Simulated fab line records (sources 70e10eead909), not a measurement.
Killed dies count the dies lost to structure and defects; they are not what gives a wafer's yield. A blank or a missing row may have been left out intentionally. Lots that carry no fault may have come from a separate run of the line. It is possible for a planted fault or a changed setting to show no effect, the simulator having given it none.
The tool behind it: which one? | flow nand harc | 14 lots, 42 wafers sampled, at 4 steps of a route of 1302

## WHAT THE GAUGES READ, wafer by wafer
NHARC_P_STI_INSPECT_11. Usual: raw defect count reads 5.4 (standard deviation 2.8).
lot  | measured     | on                | raw defect count | flag
L213 | day 2 22:16  | defect inspect-02 | 3 8 3            |
L214 | day 3 06:47  | defect inspect-02 | 3 2 8            |
L215 | day 3 14:50  | defect inspect-02 | 6 3 1            |
L216 | day 4 04:47  | defect inspect-02 | 4 5 2            |
L217 | day 4 12:25  | defect inspect-01 | 5 7 3            |
L218 | day 4 21:58  | defect inspect-02 | 7 8 11           |
L222 | day 6 13:49  | defect inspect-01 | 11 4 10          |
L223 | day 6 22:23  | defect inspect-02 | 4 5 7            |
L225 | day 7 22:25  | defect inspect-01 | 7 2 3            |
L230 | day 9 19:58  | defect inspect-01 | 3 4 2            |
L233 | day 11 08:17 | defect inspect-01 | 6 5 7            |
L234 | day 11 13:35 | defect inspect-02 | 4 7 4            |
L235 | day 11 22:07 | defect inspect-01 | 5 7 15           |
L236 | day 12 09:49 | defect inspect-01 | 4 7 6            |

NHARC_P_GATE_CD_MEAS_26: target cd 120 nm. Usual: cd nm reads 119.9 nm (standard deviation 0.62).
lot  | measured     | on        | cd nm (nm)        | flag
L213 | day 5 05:54  | cd sem-02 | 120.3 120.5 120.2 |
L214 | day 5 12:20  | cd sem-01 | 119.8 119.0 119.4 |
L215 | day 5 20:35  | cd sem-02 | 120.0 119.5 119.1 |
L216 | day 6 11:10  | cd sem-03 | 120.2 120.2 119.8 |
L217 | day 6 18:42  | cd sem-01 | 119.4 119.2 119.5 |
L218 | day 7 06:29  | cd sem-02 | 119.9 118.9 119.3 |
L222 | day 8 21:19  | cd sem-03 | 120.5 120.9 120.4 |
L223 | day 9 08:08  | cd sem-02 | 120.8 120.6 120.4 |
L225 | day 10 04:05 | cd sem-01 | 120.5 121.2 121.3 |
L230 | day 12 08:26 | cd sem-03 | 119.1 119.3 118.6 |
L233 | day 13 14:08 | cd sem-03 | 120.2 119.7 119.6 |
L234 | day 13 22:58 | cd sem-01 | 119.7 120.0 120.6 |
L235 | day 13 23:14 | cd sem-03 | 119.8 120.5 120.3 |
L236 | day 14 13:12 | cd sem-03 | 120.5 119.4 119.2 |

NHARC_P_GATE_OVL_MEAS_27. Usual: overlay x nm 0.2 nm, standard deviation 0.98; overlay y nm -0.2 nm, standard deviation 0.85.
lot  | measured     | on         | overlay x nm (nm) | overlay y nm (nm) | flag
L213 | day 5 05:59  | overlay-01 | -1.3 -0.8 -1.6    | -0.8 -0.8 -1.2    |
L214 | day 5 12:26  | overlay-01 | 2.1 1.7 1.5       | -0.7 -0.7 0.1     |
L215 | day 5 20:40  | overlay-02 | 0.0 -0.7 -0.7     | -0.1 0.3 0.6      |
L216 | day 6 11:16  | overlay-02 | 0.2 1.1 0.3       | -1.0 -1.4 -0.8    |
L217 | day 6 18:47  | overlay-02 | 1.7 1.4 0.8       | 0.4 0.1 0.9       |
L218 | day 7 06:35  | overlay-01 | 0.0 -0.6 -0.2     | -0.9 -0.8 -1.0    |
L222 | day 8 21:24  | overlay-01 | 0.4 0.6 -0.2      | -0.4 -0.4 -0.6    |
L223 | day 9 08:15  | overlay-02 | 0.4 0.3 0.0       | 0.3 0.7 0.6       |
L225 | day 10 04:11 | overlay-01 | -1.1 -1.0 -1.3    | 1.9 1.4 1.1       |
L230 | day 12 08:31 | overlay-02 | -1.4 -1.7 -2.3    | -0.3 -0.5 0.0     |
L233 | day 13 14:14 | overlay-02 | -0.6 -0.7 -0.1    | 1.1 1.9 2.4       |
L234 | day 13 23:04 | overlay-02 | 0.5 0.9 0.5       | -0.3 -0.9 -0.5    |
L235 | day 13 23:19 | overlay-01 | -0.2 -0.1 -0.7    | 0.4 0.6 1.1       |
L236 | day 14 13:17 | overlay-02 | -0.8 -0.9 -1.0    | -0.5 -0.1 -0.3    |

## WHICH TOOL RAN EACH LOT (tool, then ch and the chambers of the sampled wafers, then the start)
lot  | NHARC_P_GATE_CVD_17
L213 | lpcvd poly-01 ch 0, day 5 00:38
L214 | lpcvd poly-04 ch 0, day 5 08:13
L215 | lpcvd poly-02 ch 0, day 5 16:34
L216 | lpcvd poly-01 ch 0, day 6 07:14
L217 | lpcvd poly-01 ch 0, day 6 14:26
L218 | lpcvd poly-02 ch 0, day 6 23:39
L222 | lpcvd poly-02 ch 0, day 8 16:17
L223 | lpcvd poly-02 ch 0, day 8 22:08
L225 | lpcvd poly-01 ch 0, day 9 23:09
L230 | lpcvd poly-01 ch 0, day 12 01:11 and lpcvd poly-04 ch 0, day 12 03:56
L233 | lpcvd poly-01 ch 0, day 13 10:11
L234 | lpcvd poly-01 ch 0, day 13 17:56
L235 | lpcvd poly-01 ch 0, day 13 17:56
L236 | lpcvd poly-01 ch 0, day 14 07:27
- NHARC_P_GATE_CVD_17: deposits poly-Si, target thk 150 nm, time 900 s.

## AS READ BY THE TOOLS THEMSELVES (means over the sampled wafers that have a number; for cases with no such wafer, the mark the record gives instead)
NHARC_P_GATE_CVD_17. Usual: zone power top pct reads 19.7 % (standard deviation 1.9).
lot  | tool                        | zone power top pct (%) | flag
L213 | lpcvd poly-01               | 20.6                   |
L214 | lpcvd poly-04               | 21.8                   |
L215 | lpcvd poly-02               | 16.8                   |
L216 | lpcvd poly-01               | 20.9                   |
L217 | lpcvd poly-01               | 20.7                   |
L218 | lpcvd poly-02               | 16.9                   |
L222 | lpcvd poly-02               | 16.7                   |
L223 | lpcvd poly-02               | 16.9                   |
L225 | lpcvd poly-01               | 20.7                   |
L230 | lpcvd poly-01/lpcvd poly-04 | 21.1                   |
L233 | lpcvd poly-01               | 20.4                   |
L234 | lpcvd poly-01               | 20.8                   |
L235 | lpcvd poly-01               | 20.7                   |
L236 | lpcvd poly-01               | 20.7                   |

## THE ANSWER, worked out from the rows above alone
Rule: lot off if the mean of its wafers having a number is beyond 3 standard deviations from the usual mean. Also off: a lot with no number at a reading for which 4 or more lots have one. Where the step has rows for the other lots, those lots are counted as sound. First the gauges in route order, then the tools' own readings, where a lot's mean is used as printed above. At the first step where some lot is off, the reading lying furthest off is the one used; lots without a number count as furthest.
Across all readings shown, no lot is off: no conclusion can be drawn from this.

## WHAT WAS PUT IN BY THE SIMULATOR
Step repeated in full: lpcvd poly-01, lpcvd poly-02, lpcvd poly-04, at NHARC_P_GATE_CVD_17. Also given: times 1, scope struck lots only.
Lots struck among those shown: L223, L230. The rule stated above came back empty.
